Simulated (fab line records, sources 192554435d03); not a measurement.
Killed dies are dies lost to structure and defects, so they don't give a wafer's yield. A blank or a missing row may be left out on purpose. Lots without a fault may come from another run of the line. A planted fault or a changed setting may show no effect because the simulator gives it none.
Problem report in the 8D (eight disciplines) form, filled by code | flow n5_finfet | the parts of the form that need people (team, actions taken, sign-off) are left out

1. THE PROBLEM
chamber_pressure_mTorr at N5_BEOL_M15_STRIP_37 reads a mean of 21.04 mTorr on 3 wafers of 2 lots; wafers without a fault read 30.00 mTorr with a standard deviation of 0.037. That is -99 or more standard deviations from the usual mean.
The step: strips in O2.
First seen on wafer L292.5, day 15 08:13, on rie_diel-06. The record holds 30 wafers of 10 lots with a number at this step. Rule for "out", or "out of limits": more than 4 standard deviations from the usual mean. The other wafers with a number count as sound.

2. WHAT IT IS AND WHAT IT IS NOT
question                    | is                     | is not
which readings at this step | chamber_pressure_mTorr | drypump_motor_current_A, oes_product_au, rf_vpp_V, showerhead_plenum_p_Torr, throttle_valve_pct
which lots                  | L292, L295             | L283, L284, L285, L291, L297, L303, L304, L306
which wafers of those lots  | L292.5, L295.3, L295.4 | L292.1, L292.3, L295.1
read on which tools         | rie_diel-06            | rie_diel-01, rie_diel-04
when                        | from day 15 08:13      | up to then (14 sound wafers); but 13 sound wafers of L295, L297, L303, L304, L306 came after

3. SUSPECTS, AND WHAT RULES EACH OUT
Counting: a tool at a process step up to the reading stays a suspect if it ran every lot that is out. Sound lots after the first of them don't rule it out here, since some wafers of a struck lot are sound.
- rie_diel-04 at N5_BEOL_M15_TRENCH_ETCH_34 (etches SiO2 in C4F8/O2/Ar, target depth 872.93 nm, time 199 s): kept. It ran every lot that is out, first L292 (day 15 06:33); its last sound lot up to then is L291 (day 15 03:08).
- rie_diel-06 at N5_BEOL_M15_STRIP_37 (strips in O2): kept. It ran every lot that is out, first L292 (day 15 08:13); its last sound lot up to then is L283 (day 12 16:44). Its own readings are out on those wafers: chamber_pressure_mTorr.
- Within rie_diel-06 at N5_BEOL_M15_STRIP_37: the wafers that are out ran in chamber 1; their sound lot-mates ran in chambers 0, 2.
Left after counting: rie_diel-04 at N5_BEOL_M15_TRENCH_ETCH_34, rie_diel-06 at N5_BEOL_M15_STRIP_37.

4. THE CAUSE (what the simulator had put in)
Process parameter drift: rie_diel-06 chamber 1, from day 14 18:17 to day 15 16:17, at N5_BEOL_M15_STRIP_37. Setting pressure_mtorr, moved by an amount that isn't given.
Counting left 2 suspects, and this tool is among them.

5. THE CHAIN OF EFFECTS, in route order
Each row: a reading whose mean over the struck wafers that have a number lies more than 3 standard deviations from the usual. Only readings for which the record gives a usual standard deviation are gone through. hours: the time from each lot's start at the first step in this table that gives one to its start at this step, as a median over the lots. sigmas: the change in usual standard deviations.
hours | step                 | reading                | usual       | on struck wafers | change | sigmas
0     | N5_BEOL_M15_STRIP_37 | chamber_pressure_mTorr | 30.00 mTorr | 21.04            | -8.96  | -99 or more
The process steps in it:
- N5_BEOL_M15_STRIP_37: strips in O2.

6. WHAT WOULD HAVE CAUGHT IT SOONER
In this record the first reading out of limits was taken at day 15 08:13, 14 hours after the fault began at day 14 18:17.
